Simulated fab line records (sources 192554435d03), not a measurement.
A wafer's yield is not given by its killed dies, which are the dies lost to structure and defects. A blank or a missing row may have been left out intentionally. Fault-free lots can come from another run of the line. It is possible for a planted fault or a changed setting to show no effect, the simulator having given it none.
Which of the tools did it? | flow n5_finfet | Sampling: 10 lots, 30 wafers, 5 of 1938 route steps

== WHAT EACH GAUGE READ, for each wafer ==
N5_BEOL_M1_INSPECT_13: inspects for defects (brightfield).
lot  | measured     | on                | raw_defect_count
L942 | day 6 10:34  | defect_inspect-02 | 285 214 270
L943 | day 6 17:35  | defect_inspect-01 | 296 483 281
L945 | day 7 04:55  | defect_inspect-01 | 521 384 354
L948 | day 7 21:43  | defect_inspect-02 | 520 448 351
L952 | day 9 11:16  | defect_inspect-02 | 334 435 376
L953 | day 9 14:17  | defect_inspect-02 | 284 333 322
L958 | day 10 11:00 | defect_inspect-01 | 334 271 330
L960 | day 11 20:08 | defect_inspect-02 | 513 562 635
L959 | day 11 21:29 | defect_inspect-02 | 540 391 468
L961 | day 12 01:52 | defect_inspect-01 | 397 284 273

N5_BEOL_M1_CD_MEAS_18: pitch 36 nm, target cd 18 nm.
lot  | measured     | on        | cd_nm (nm)
L942 | day 6 11:01  | cd_sem-01 | 18.22 18.13 18.36
L943 | day 6 18:16  | cd_sem-01 | 18.39 18.17 18.40
L945 | day 7 06:02  | cd_sem-01 | 18.22 17.99 17.86
L948 | day 7 22:18  | cd_sem-02 | 18.03 17.85 17.62
L952 | day 9 12:09  | cd_sem-01 | 18.09 18.05 17.81
L953 | day 9 14:44  | cd_sem-02 | 17.82 17.93 17.90
L958 | day 10 11:29 | cd_sem-02 | 18.12 17.95 18.25
L960 | day 11 20:35 | cd_sem-01 | 18.02 17.94 18.31
L959 | day 11 21:58 | cd_sem-01 | 17.75 17.78 18.49
L961 | day 12 02:40 | cd_sem-02 | 17.90 18.15 18.30

N5_BEOL_M4_RC_MEAS_101.
lot  | measured     | on        | DIBL_N (mV/V)  | DIBL_P (mV/V)  | IOFF_N (nA/um) | IOFF_P (nA/um) | ION_N (uA/um) | ION_P (uA/um) | SS_N (mV/dec)  | SS_P (mV/dec)  | VT_N (mV)   | VT_P (mV)
L942 | day 8 00:55  | prober-01 | 37.2 34.5 34.7 | 36.6 33.5 33.6 | 0.19 0.13 0.14 | 0.27 0.20 0.22 | 692 663 663   | 476 461 469   | 72.1 71.3 71.2 | 73.0 72.5 73.0 | 249 252 249 | -242 -246 -246
L943 | day 8 08:05  | prober-01 | 38.7 37.0 35.7 | 41.7 39.1 36.9 | 0.22 0.16 0.14 | 0.27 0.20 0.18 | 674 664 645   | 463 454 445   | 72.6 73.0 72.5 | 75.0 73.4 73.1 | 248 254 256 | -248 -251 -253
L945 | day 9 00:58  | prober-01 | 37.8 36.9 35.3 | 36.6 35.6 33.9 | 0.17 0.15 0.12 | 0.21 0.19 0.18 | 675 657 650   | 459 451 447   | 71.3 71.4 70.9 | 73.5 73.4 72.8 | 247 247 252 | -249 -249 -250
L948 | day 9 21:30  | prober-01 | 36.4 38.4 38.2 | 35.2 37.3 37.7 | 0.15 0.18 0.18 | 0.18 0.22 0.23 | 681 685 691   | 461 458 469   | 71.3 72.1 72.2 | 72.5 72.7 73.2 | 251 248 249 | -253 -252 -252
L952 | day 10 21:25 | prober-01 | 36.9 35.7 39.5 | 36.1 34.7 39.5 | 0.18 0.16 0.24 | 0.26 0.23 0.33 | 687 680 693   | 471 470 475   | 71.7 70.2 72.4 | 72.8 73.1 73.8 | 245 247 243 | -244 -245 -242
L953 | day 10 23:34 | prober-01 | 38.1 38.0 37.0 | 36.7 37.2 35.0 | 0.16 0.17 0.14 | 0.22 0.25 0.20 | 683 678 661   | 467 467 458   | 71.8 71.3 70.8 | 74.0 73.6 72.6 | 250 249 254 | -252 -245 -253
L958 | day 11 21:56 | prober-02 | 40.4 37.3 37.1 | 40.5 37.0 36.6 | 0.25 0.17 0.18 | 0.31 0.24 0.23 | 683 676 690   | 471 465 467   | 73.2 71.6 71.2 | 74.2 73.6 73.9 | 244 245 246 | -245 -248 -247
L960 | day 13 08:39 | prober-01 | 39.6 37.1 37.6 | 42.4 39.0 39.3 | 0.21 0.16 0.15 | 0.29 0.22 0.22 | 678 670 666   | 466 467 452   | 72.8 71.3 72.0 | 73.9 73.5 73.6 | 247 250 251 | -248 -248 -249
L959 | day 13 09:46 | prober-02 | 39.9 38.7 39.5 | 39.9 39.0 38.5 | 0.24 0.21 0.21 | 0.27 0.25 0.24 | 683 677 681   | 455 454 461   | 72.4 71.9 71.9 | 74.1 74.2 73.4 | 244 246 247 | -247 -249 -253
L961 | day 13 12:13 | prober-01 | 36.6 36.6 37.1 | 36.0 35.7 36.4 | 0.14 0.15 0.16 | 0.21 0.21 0.21 | 662 669 672   | 460 464 461   | 72.5 71.4 71.9 | 72.9 73.2 73.1 | 251 253 251 | -250 -249 -250

== WHICH TOOL RAN EACH LOT (tool, then ch and the chambers of the sampled wafers, then the start) ==
lot  | N5_BEOL_M0_DEP_125              | N5_BEOL_M1_COAT_76
L942 | pecvd-04 ch 0,1,2, day 6 09:04  | litho_track-03 ch 0, day 6 11:04
L943 | pecvd-01 ch 1,2, day 6 15:29    | litho_track-03 ch 0, day 6 18:19
L945 | pecvd-01 ch 0,1, day 7 04:05    | litho_track-05 ch 0, day 7 06:04
L948 | pecvd-01 ch 0,2, day 7 19:51    | litho_track-03 ch 0, day 7 22:21
L952 | pecvd-02 ch 0, day 9 08:21      | litho_track-04 ch 0, day 9 12:12
L953 | pecvd-02 ch 1,2, day 9 13:12    | litho_track-03 ch 0, day 9 14:47
L958 | pecvd-02 ch 0,1,2, day 10 09:17 | litho_track-03 ch 0, day 10 11:32
L960 | pecvd-01 ch 0,1, day 11 18:26   | litho_track-05 ch 0, day 11 20:38
L959 | pecvd-04 ch 0,1,2, day 11 19:01 | litho_track-05 ch 0, day 11 22:00
L961 | pecvd-01 ch 0,1,2, day 12 00:38 | litho_track-04 ch 0, day 12 02:43
- N5_BEOL_M0_DEP_125: deposits SiCN from 3MS/NH3, target thk 8 nm, time 14 s.
- N5_BEOL_M1_COAT_76: time 60 s, resist thk 5 nm.

== AS READ BY THE TOOLS THEMSELVES (means over the sampled wafers that have a number; for cases with no such wafer, the mark the record gives instead) ==
N5_BEOL_M0_DEP_125.
lot  | tool     | showerhead_plenum_p_Torr (Torr) | showerhead_vpp_V (V) | throttle_valve_pct (%)
L942 | pecvd-04 | 3.667                           | 840                  | 8.9
L943 | pecvd-01 | 3.664                           | 867                  | 8.8
L945 | pecvd-01 | 3.676                           | 947                  | 9.1
L948 | pecvd-01 | 3.652                           | 847                  | 8.6
L952 | pecvd-02 | 3.679                           | 956                  | 9.3
L953 | pecvd-02 | 3.660                           | 863                  | 9.5
L958 | pecvd-02 | 3.670                           | 893                  | 9.5
L960 | pecvd-01 | 3.680                           | 948                  | 9.1
L959 | pecvd-04 | 3.667                           | 836                  | 8.6
L961 | pecvd-01 | 3.669                           | 906                  | 9.1

N5_BEOL_M1_COAT_76.
lot  | tool           | heater_power_total_W (W) | plate_temp_C (C)
L942 | litho_track-03 | 390.9                    | 205.03
L943 | litho_track-03 | 391.5                    | 205.28
L945 | litho_track-05 | 393.7                    | 205.15
L948 | litho_track-03 | 391.4                    | 204.95
L952 | litho_track-04 | 392.0                    | 204.98
L953 | litho_track-03 | 376.0                    | 198.07
L958 | litho_track-03 | 375.2                    | 198.27
L960 | litho_track-05 | 393.4                    | 204.96
L959 | litho_track-05 | 390.8                    | 204.94
L961 | litho_track-04 | 391.9                    | 205.04

== THE ANSWER, worked out from the rows above alone ==
Rule: usual is defined by the lots themselves. The widest of any qualifying gaps counts: lots, ordered by their means at a reading, are off when they make up no more than a third of the lots, leave a main group of 4 or more, and stand apart from it by 3 or more times the standard deviation of that group's means. A main group is skipped when, at the precision printed for the reading in the tables above, its means are all equal. A lot without any number at a reading at which 4 lots or more have one is off too. Any other lot the step has rows for is counted as sound. After the gauges, taken in route order, come the tools' own readings; for these a lot's mean is taken, as printed above. The first step at which some lot is off is used, and at that step the reading that is off furthest; a lot without a number counts as furthest.
Off, at N5_BEOL_M1_COAT_76 on plate_temp_C: L953, L958. Main group: mean 205.04 C, sd 0.11.
If a tool, at that step or one of the process steps before it, ran each lot that is off and ran no sound lot following the first of them, it fits. Can't be told from this: 2 tools fit, pecvd-02 at N5_BEOL_M0_DEP_125, litho_track-03 at N5_BEOL_M1_COAT_76.

== WHAT WAS PUT IN BY THE SIMULATOR ==
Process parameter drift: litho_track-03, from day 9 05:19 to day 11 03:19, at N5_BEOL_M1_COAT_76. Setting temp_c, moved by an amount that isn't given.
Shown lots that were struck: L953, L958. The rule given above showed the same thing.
